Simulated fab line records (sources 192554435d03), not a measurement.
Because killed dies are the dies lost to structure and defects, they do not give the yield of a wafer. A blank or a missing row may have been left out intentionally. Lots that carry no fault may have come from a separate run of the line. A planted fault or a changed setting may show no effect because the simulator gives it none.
8D (eight disciplines) problem report, filled in by code ; flow n5-finfet ; the parts of the form that need people (team, actions taken, sign-off) are left out

1. WHAT IS WRONG
Wafers free of any fault read 53.8 nm (standard deviation 0.89) for HMC_CMP_THK at N5_PMOS_HMC_CHANNEL_EPI_THK_MEAS_22, against a mean of 32.6 nm on 3 wafers of 2 lots. That is -24 standard deviations from the usual mean.
First seen on wafer L232.6, day 4 01:58, on film-metro-02. Wafers with a number at this step in the record: 27, from 9 lots. Rule for "out", or "out of limits": more than 4 standard deviations from the usual mean. The other wafers with a number count as sound.

2. WHAT IT IS AND WHAT IT IS NOT
question;is;is not
which readings at this step;HMC_CMP_THK;-
which lots;L232, L233;L225, L227, L240, L242, L243, L245, L246
which wafers of those lots;L232.6, L233.3, L233.6;L232.2, L232.5, L233.5
read on which gauges;film-metro-02;film-metro-01
when;from day 4 01:58;"up to then (8 sound wafers); but 16 sound wafers of L233, L240, L242, L243, L245, L246 came after"

3. WHAT RULES OUT EACH SUSPECT
Counting: if a tool at a process step up to the reading ran every lot that is out, it stays a suspect. Sound lots after the first of them don't rule it out here, since some wafers of a struck lot are sound.
- the gauge at N5_PMOS_HMC_CHANNEL_EPI_THK_MEAS_22 has been ruled out. All the wafers that are out were read on film-metro-02, but those of them that N5_PMOS_HMC_CHANNEL_EPI_FIN_RECESS_16 has rows for are out there too, on other tools.
- rie-si-01 at N5_PMOS_HMC_CHANNEL_EPI_FIN_RECESS_16 (chemistry HBr/Cl2, target Si, target depth 54 nm, time 18 s): kept. It ran every lot that is out, first L232 (day 4 00:09); its last sound lot up to then is L227 (day 2 17:51). Its own oes-product-au readings are out on those wafers.
The count leaves rie-si-01 at N5_PMOS_HMC_CHANNEL_EPI_FIN_RECESS_16.

4. THE CAUSE (what the simulator had put in)
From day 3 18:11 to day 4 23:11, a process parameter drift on rie-si-01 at N5_PMOS_HMC_CHANNEL_EPI_FIN_RECESS_16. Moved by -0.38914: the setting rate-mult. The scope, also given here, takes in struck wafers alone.
After counting, this tool was the only one left.

5. THE EFFECT CHAIN, in route order
One row per reading whose mean, taken over the struck wafers that have a number, lies over 3 standard deviations from the usual. Readings are gone through only where the record gives a usual standard deviation; hours: the median, over the lots, of the time from a lot's start at the first step in this table giving one to that lot's start at this step; sigmas: the change measured in usual standard deviations.
hours;step;reading;usual;on struck wafers;change;sigmas
0;N5_PMOS_HMC_CHANNEL_EPI_FIN_RECESS_16;oes-product-au;1.003 a.u.;0.773;-0.230;-14
2;N5_PMOS_HMC_CHANNEL_EPI_THK_MEAS_22;HMC_CMP_THK;53.8 nm;32.6;-21.2;-24
153;N5_BEOL_M4_RC_MEAS_101;ION_P;464 uA/um;364;-100;-11
153;N5_BEOL_M4_RC_MEAS_101;VT_P_LONG;-274.4 mV;-284.6;-10.2;-3.7
153;N5_BEOL_M4_RC_MEAS_101;VT_P_LVT;-98.0 mV;-107.2;-9.2;-3.2
265;N5_PASSIVATION_PROBE_49;sort_bin_8_speed;0.00 %;91.10;+91.10;+99 or more
265;N5_PASSIVATION_PROBE_49;sort-n-pass;1073;0;-1073;-72
265;N5_PASSIVATION_PROBE_49;sort-yield-pct;91.0 %;0.0;-91.0;-70
It contains these process steps:
- N5_PMOS_HMC_CHANNEL_EPI_FIN_RECESS_16: chemistry HBr/Cl2, target Si, target depth 54 nm, time 18 s.
- N5_PASSIVATION_PROBE_49

6. HOW IT WOULD HAVE BEEN CAUGHT EARLIER
The first out-of-limits reading at a measuring or inspecting step in this record came at day 4 01:58, 8 hours after the fault's start at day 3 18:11.
The tool's own readings at N5_PMOS_HMC_CHANNEL_EPI_FIN_RECESS_16 were out on every struck wafer that the step has a row for (oes-product-au): an alarm limit on them would have fired on the first of those.
L233, from the lots that are out (2), started N5_PMOS_HMC_CHANNEL_EPI_FIN_RECESS_16 on rie-si-01 later than day 4 01:58. A tool hold placed at that time would have kept it from harm.
